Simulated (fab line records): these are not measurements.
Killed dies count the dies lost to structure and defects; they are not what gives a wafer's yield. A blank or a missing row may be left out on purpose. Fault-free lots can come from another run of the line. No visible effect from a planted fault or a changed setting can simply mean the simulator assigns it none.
Which tool is to blame? | flow n5Finfet | 72 wafers from 24 lots sampled at 5 of the route's 1938 steps

WHAT THE GAUGES READ, wafer by wafer
N5_BEOL_M6_THK_MEAS_53: measures by xrf. Usual: M6_THK 84.3 nm, standard deviation 2.3.
lot  | measured     | on           | M6_THK (nm)    | flag
L074 | day 8 22:40  | filmMetro-02 | 82.7 84.7 80.4 | 
L075 | day 8 22:38  | filmMetro-02 | 86.7 82.9 84.4 | 
L076 | day 9 04:26  | filmMetro-02 | 81.2 82.9 82.6 | 
L077 | day 9 23:29  | filmMetro-01 | 85.6 86.6 82.3 | 
L078 | day 10 03:46 | filmMetro-01 | 86.6 83.3 83.5 | 
L079 | day 10 09:16 | filmMetro-01 | 83.6 84.4 84.9 | 
L080 | day 10 11:56 | filmMetro-01 | 83.5 85.3 85.5 | 
L081 | day 10 13:49 | filmMetro-01 | 90.0 89.8 86.9 | 
L082 | day 11 03:09 | filmMetro-02 | 85.0 81.9 84.2 | 
L083 | day 11 16:17 | filmMetro-01 | 82.1 85.7 81.6 | 
L085 | day 11 19:31 | filmMetro-01 | 81.7 83.3 83.4 | 
L084 | day 11 20:54 | filmMetro-01 | 81.3 83.0 82.2 | 
L086 | day 11 21:37 | filmMetro-01 | 81.9 82.7 83.3 | 
L087 | day 11 23:37 | filmMetro-02 | 81.8 86.2 83.6 | 
L088 | day 12 03:38 | filmMetro-02 | 85.5 80.7 85.4 | 
L091 | day 13 06:47 | filmMetro-01 | 83.8 86.5 86.3 | 
L090 | day 13 09:34 | filmMetro-01 | 84.3 88.7 84.3 | 
L089 | day 13 12:03 | filmMetro-02 | 81.8 88.5 86.6 | 
L093 | day 13 14:49 | filmMetro-01 | 83.9 87.0 83.5 | 
L092 | day 13 17:58 | filmMetro-02 | 82.9 89.0 87.0 | 
L094 | day 14 08:02 | filmMetro-02 | 81.6 86.8 84.1 | 
L095 | day 14 10:09 | filmMetro-02 | 82.7 82.2 81.7 | 
L096 | day 14 14:50 | filmMetro-01 | 82.3 89.4 83.8 | 
L097 | day 14 17:42 | filmMetro-02 | 83.8 84.6 85.7 | 

N5_BEOL_M6_INSPECT_58: inspects for defects (darkfield). Usual: 64 for rawDefectCount, sd 21.
lot  | measured     | on               | rawDefectCount | flag
L074 | day 8 23:05  | defectInspect-01 | 49 60 66       | 
L075 | day 8 23:05  | defectInspect-02 | 74 75 63       | 
L076 | day 9 04:35  | defectInspect-01 | 105 77 91      | 
L077 | day 9 23:38  | defectInspect-02 | 67 66 53       | 
L078 | day 10 03:55 | defectInspect-02 | 55 89 97       | 
L079 | day 10 09:26 | defectInspect-01 | 31 49 43       | 
L080 | day 10 12:05 | defectInspect-02 | 113 57 80      | 
L081 | day 10 13:59 | defectInspect-02 | 47 52 44       | 
L082 | day 11 03:18 | defectInspect-02 | 102 80 120     | 
L083 | day 11 16:26 | defectInspect-02 | 52 57 51       | 
L085 | day 11 19:43 | defectInspect-02 | 69 48 73       | 
L084 | day 11 21:05 | defectInspect-01 | 41 65 69       | 
L086 | day 11 21:48 | defectInspect-01 | 50 43 67       | 
L087 | day 11 23:47 | defectInspect-01 | 55 75 81       | 
L088 | day 12 03:47 | defectInspect-02 | 43 57 40       | 
L091 | day 13 06:56 | defectInspect-01 | 29 42 45       | 
L090 | day 13 09:43 | defectInspect-01 | 67 55 37       | 
L089 | day 13 12:13 | defectInspect-01 | 39 67 46       | 
L093 | day 13 14:59 | defectInspect-01 | 102 57 48      | 
L092 | day 13 18:08 | defectInspect-01 | 29 62 56       | 
L094 | day 14 08:11 | defectInspect-01 | 39 43 71       | 
L095 | day 14 10:19 | defectInspect-01 | 102 82 93      | 
L096 | day 14 14:59 | defectInspect-02 | 131 99 89      | 
L097 | day 14 17:52 | defectInspect-02 | 38 36 61       | 

EACH LOT AND THE TOOL THAT RAN IT (in order: tool; ch and the chambers of the sampled wafers; start)
lot  | N5_BEOL_M5_TRENCH_ETCH_37                    | N5_BEOL_M6_STRIP_36               | N5_BEOL_M6_ANNEAL_51
L074 | rieDiel-01 ch 0,1,2, day 8 19:32 or earlier  | rieDiel-03 ch 0,3, day 8 19:32    | rtpAnneal-01 ch 0, day 8 22:05
L075 | rieDiel-01 ch 0,2, day 8 19:30 or earlier    | rieDiel-02 ch 0,2, day 8 19:30    | rtpAnneal-02 ch 0, day 8 22:05
L076 | rieDiel-05 ch 0,1,3, day 9 00:56 or earlier  | rieDiel-02 ch 2,3, day 9 00:56    | rtpAnneal-02 ch 0, day 9 03:50
L077 | rieDiel-01 ch 1,3, day 9 20:48 or earlier    | rieDiel-03 ch 0,1,3, day 9 20:48  | rtpAnneal-01 ch 0, day 9 22:56
L078 | rieDiel-05 ch 0,1,2, day 10 00:40 or earlier | rieDiel-06 ch 1,2, day 10 00:40   | rtpAnneal-01 ch 0, day 10 03:10
L079 | rieDiel-04 ch 0,1,2, day 10 05:28 or earlier | rieDiel-03 ch 1,2,3, day 10 05:28 | rtpAnneal-01 ch 0, day 10 08:41
L080 | rieDiel-05 ch 0,1,2, day 10 08:52 or earlier | rieDiel-03 ch 2,3, day 10 08:52   | rtpAnneal-02 ch 0, day 10 11:20
L081 | rieDiel-01 ch 0,1,3, day 10 10:50 or earlier | rieDiel-02 ch 0,1, day 10 10:50   | rtpAnneal-01 ch 0, day 10 13:19
L082 | rieDiel-05 ch 0,1,3, day 11 00:40 or earlier | rieDiel-03 ch 0,1,2, day 11 00:40 | rtpAnneal-02 ch 0, day 11 02:34
L083 | rieDiel-05 ch 0,1,3, day 11 12:14 or earlier | rieDiel-06 ch 0,1,3, day 11 12:14 | rtpAnneal-01 ch 0, day 11 15:45
L085 | rieDiel-05 ch 1,2,3, day 11 15:12 or earlier | rieDiel-03 ch 1,2,3, day 11 15:12 | rtpAnneal-01 ch 0, day 11 18:55
L084 | rieDiel-01 ch 0,1,3, day 11 18:27 or earlier | rieDiel-06 ch 0,1, day 11 18:27   | rtpAnneal-02 ch 0, day 11 20:21
L086 | rieDiel-05 ch 0,1,3, day 11 18:44 or earlier | rieDiel-02 ch 1,3, day 11 18:44   | rtpAnneal-02 ch 0, day 11 21:04
L087 | rieDiel-01 ch 1,3, day 11 20:40 or earlier   | rieDiel-03 ch 0,2,3, day 11 20:40 | rtpAnneal-01 ch 0, day 11 22:55
L088 | rieDiel-01 ch 0,3, day 12 00:42 or earlier   | rieDiel-03 ch 0,1, day 12 00:42   | rtpAnneal-01 ch 0, day 12 03:02
L091 | rieDiel-01 ch 0,1,2, day 13 04:05 or earlier | rieDiel-06 ch 0,1,2, day 13 04:05 | rtpAnneal-02 ch 0, day 13 06:11
L090 | rieDiel-01 ch 0,1,3, day 13 06:51 or earlier | rieDiel-02 ch 0,1,2, day 13 06:51 | rtpAnneal-01 ch 0, day 13 09:01
L089 | rieDiel-05 ch 0,3, day 13 07:51 or earlier   | rieDiel-06 ch 1,3, day 13 07:51   | rtpAnneal-02 ch 0, day 13 11:32
L093 | rieDiel-04 ch 1,2, day 13 12:00 or earlier   | rieDiel-06 ch 2,3, day 13 12:00   | rtpAnneal-01 ch 0, day 13 14:18
L092 | rieDiel-01 ch 0,2,3, day 13 15:17 or earlier | rieDiel-06 ch 0,2,3, day 13 15:17 | rtpAnneal-02 ch 0, day 13 17:25
L094 | rieDiel-01 ch 0,2,3, day 14 04:29 or earlier | rieDiel-02 ch 0,2,3, day 14 04:29 | rtpAnneal-01 ch 0, day 14 07:28
L095 | rieDiel-04 ch 0,1, day 14 07:28 or earlier   | rieDiel-02 ch 0,1,3, day 14 07:28 | rtpAnneal-01 ch 0, day 14 09:42
L096 | rieDiel-04 ch 0,1, day 14 10:53 or earlier   | rieDiel-06 ch 0,1,3, day 14 10:53 | rtpAnneal-01 ch 0, day 14 14:17
L097 | rieDiel-01 ch 0,1,3, day 14 14:52 or earlier | rieDiel-06 ch 0,1,2, day 14 14:52 | rtpAnneal-02 ch 0, day 14 17:05
- N5_BEOL_M5_TRENCH_ETCH_37: etches SiCOH lowk in C4F6/O2, target depth 71.652 nm, time 24.7 s.
- N5_BEOL_M6_STRIP_36: strips in N2/H2.
- N5_BEOL_M6_ANNEAL_51: time 90 s.

AS READ BY THE TOOLS THEMSELVES (means over the sampled wafers that have a number; for cases with no such wafer, the mark the record gives instead)
N5_BEOL_M5_TRENCH_ETCH_37. Usual: drypumpMotorCurrentA 5.8 A, standard deviation 0.55; oesProductAu 0.82 a.u., standard deviation 0.066; rfVppV 668 V, standard deviation 16; showerheadPlenumPTorr 2.87 Torr, standard deviation 0.073; throttleValvePct 20.92 %, standard deviation 0.3.
lot  | tool       | drypumpMotorCurrentA (A) | oesProductAu (a.u.) | rfVppV (V) | showerheadPlenumPTorr (Torr) | throttleValvePct (%) | flag
L074 | rieDiel-01 | 5.9                      | 0.89                | 677        | 2.89                         | 20.71                | 
L075 | rieDiel-01 | 6.3                      | 0.89                | 681        | 2.93                         | 20.83                | 
L076 | rieDiel-05 | 5.9                      | 0.78                | 663        | 2.87                         | 21.06                | 
L077 | rieDiel-01 | 5.4                      | 0.86                | 667        | 2.88                         | 20.64                | 
L078 | rieDiel-05 | 5.6                      | 0.75                | 669        | 2.85                         | 20.88                | 
L079 | rieDiel-04 | 6.2                      | 0.72                | 658        | 2.85                         | 21.17                | 
L080 | rieDiel-05 | 5.5                      | 0.76                | 670        | 2.85                         | 20.88                | 
L081 | rieDiel-01 | 5.8                      | 0.85                | 672        | 2.91                         | 20.77                | 
L082 | rieDiel-05 | 5.9                      | 0.76                | 663        | 2.86                         | 21.08                | 
L083 | rieDiel-05 | 5.9                      | 0.76                | 662        | 2.86                         | 21.09                | 
L085 | rieDiel-05 | 5.8                      | 0.74                | 653        | 2.81                         | 21.13                | 
L084 | rieDiel-01 | 5.8                      | 0.84                | 672        | 2.91                         | 20.78                | 
L086 | rieDiel-05 | 5.9                      | 0.76                | 663        | 2.86                         | 21.08                | 
L087 | rieDiel-01 | 5.3                      | 0.84                | 665        | 2.87                         | 20.88                | 
L088 | rieDiel-01 | 6.2                      | 0.83                | 676        | 2.95                         | 20.90                | 
L091 | rieDiel-01 | 5.8                      | 0.84                | 676        | 2.88                         | 20.75                | 
L090 | rieDiel-01 | 5.8                      | 0.83                | 670        | 2.91                         | 20.79                | 
L089 | rieDiel-05 | 6.1                      | 0.77                | 658        | 2.90                         | 21.18                | 
L093 | rieDiel-04 | 5.9                      | 0.74                | 641        | 2.83                         | 21.17                | 
L092 | rieDiel-01 | 5.8                      | 0.84                | 674        | 2.88                         | 20.99                | 
L094 | rieDiel-01 | 5.7                      | 0.83                | 674        | 2.88                         | 20.99                | 
L095 | rieDiel-04 | 5.9                      | 0.80                | 652        | 2.87                         | 20.93                | 
L096 | rieDiel-04 | 6.2                      | 0.87                | 670        | 2.88                         | 20.85                | 
L097 | rieDiel-01 | 5.8                      | 0.82                | 671        | 2.90                         | 20.81                | 

N5_BEOL_M6_STRIP_36. Usual: drypumpMotorCurrentA 5.7 A, standard deviation 0.43; oesProductAu 0.83 a.u., standard deviation 0.061; rfVppV 59.2 V, standard deviation 1.5; showerheadPlenumPTorr 2.58 Torr, standard deviation 0.087; tempC 40.01 C, standard deviation 0.12; throttleValvePct 23.6 %, standard deviation 0.37.
lot  | tool       | drypumpMotorCurrentA (A) | oesProductAu (a.u.) | rfVppV (V) | showerheadPlenumPTorr (Torr) | tempC (C) | throttleValvePct (%) | flag
L074 | rieDiel-03 | 6.0                      | 0.83                | 60.3       | 2.57                         | 40.02     | 24.1                 | 
L075 | rieDiel-02 | 6.2                      | 0.85                | 58.3       | 2.49                         | 40.14     | 24.0                 | 
L076 | rieDiel-02 | 5.4                      | 0.72                | 59.9       | 2.51                         | 39.98     | 23.7                 | 
L077 | rieDiel-03 | 5.8                      | 0.86                | 59.3       | 2.61                         | 40.04     | 23.7                 | 
L078 | rieDiel-06 | 5.8                      | 0.80                | 57.9       | 2.48                         | 40.10     | 23.4                 | 
L079 | rieDiel-03 | 5.6                      | 0.86                | 60.3       | 2.66                         | 40.08     | 23.7                 | 
L080 | rieDiel-03 | 5.6                      | 0.84                | 58.8       | 2.62                         | 40.00     | 23.9                 | 
L081 | rieDiel-02 | 5.9                      | 0.94                | 60.6       | 2.55                         | 39.93     | 23.5                 | 
L082 | rieDiel-03 | 5.8                      | 0.84                | 59.2       | 2.64                         | 39.98     | 23.8                 | 
L083 | rieDiel-06 | 6.0                      | 0.80                | 57.9       | 2.59                         | 39.95     | 23.4                 | 
L085 | rieDiel-03 | 5.6                      | 0.84                | 61.0       | 2.65                         | 40.05     | 23.7                 | 
L084 | rieDiel-06 | 6.1                      | 0.78                | 57.9       | 2.51                         | 40.05     | 23.4                 | 
L086 | rieDiel-02 | 5.4                      | 0.88                | 59.5       | 2.58                         | 39.92     | 23.3                 | 
L087 | rieDiel-03 | 5.7                      | 0.82                | 60.8       | 2.60                         | 39.97     | 24.1                 | 
L088 | rieDiel-03 | 5.8                      | 0.84                | 60.9       | 2.64                         | 39.96     | 23.5                 | 
L091 | rieDiel-06 | 5.8                      | 0.79                | 59.1       | 2.56                         | 40.11     | 23.4                 | 
L090 | rieDiel-02 | 5.9                      | 0.91                | 58.7       | 2.51                         | 40.00     | 23.6                 | 
L089 | rieDiel-06 | 5.9                      | 0.78                | 57.4       | 2.58                         | 40.09     | 23.4                 | 
L093 | rieDiel-06 | 5.3                      | 0.81                | 59.8       | 2.60                         | 40.11     | 23.4                 | 
L092 | rieDiel-06 | 5.7                      | 0.81                | 60.1       | 2.64                         | 39.96     | 23.4                 | 
L094 | rieDiel-02 | 5.7                      | 0.85                | 59.3       | 2.50                         | 39.89     | 23.7                 | 
L095 | rieDiel-02 | 5.7                      | 0.83                | 59.0       | 2.53                         | 39.94     | 23.6                 | 
L096 | rieDiel-06 | 6.0                      | 0.77                | 58.0       | 2.58                         | 39.93     | 23.4                 | 
L097 | rieDiel-06 | 5.8                      | 0.78                | 60.1       | 2.55                         | 39.93     | 23.4                 | 

N5_BEOL_M6_ANNEAL_51. Usual: 225.83 for wafer_temp_C_max, sd 0.27.
lot  | tool         | wafer_temp_C_max | flag
L074 | rtpAnneal-01 | 226.07           | 
L075 | rtpAnneal-02 | 225.95           | 
L076 | rtpAnneal-02 | 225.52           | 
L077 | rtpAnneal-01 | 225.81           | 
L078 | rtpAnneal-01 | 225.95           | 
L079 | rtpAnneal-01 | 226.11           | 
L080 | rtpAnneal-02 | 225.52           | 
L081 | rtpAnneal-01 | 225.80           | 
L082 | rtpAnneal-02 | 225.56           | 
L083 | rtpAnneal-01 | 225.93           | 
L085 | rtpAnneal-01 | 225.81           | 
L084 | rtpAnneal-02 | 225.78           | 
L086 | rtpAnneal-02 | 225.71           | 
L087 | rtpAnneal-01 | 226.04           | 
L088 | rtpAnneal-01 | 225.95           | 
L091 | rtpAnneal-02 | 225.45           | 
L090 | rtpAnneal-01 | 225.79           | 
L089 | rtpAnneal-02 | 225.74           | 
L093 | rtpAnneal-01 | 225.90           | 
L092 | rtpAnneal-02 | 226.04           | 
L094 | rtpAnneal-01 | 226.22           | 
L095 | rtpAnneal-01 | 225.77           | 
L096 | rtpAnneal-01 | 226.24           | 
L097 | rtpAnneal-02 | 225.74           | 

THE ANSWER, worked out from the rows above alone
Rule: take the mean of a lot's wafers that have a number; if it is more than 3 standard deviations from the usual mean, the lot is off. A lot without any number at a reading at which 4 lots or more have one is off too. The other lots that the step has rows for count as sound. First the gauges in route order, then the tools' own readings, where a lot's mean is used as printed above. The first step at which some lot is off is used, and at that step the reading that is off furthest; a lot without a number counts as furthest.
No lot is off at any reading shown: from this, nothing can be told.

WHAT THE SIMULATOR PUT IN
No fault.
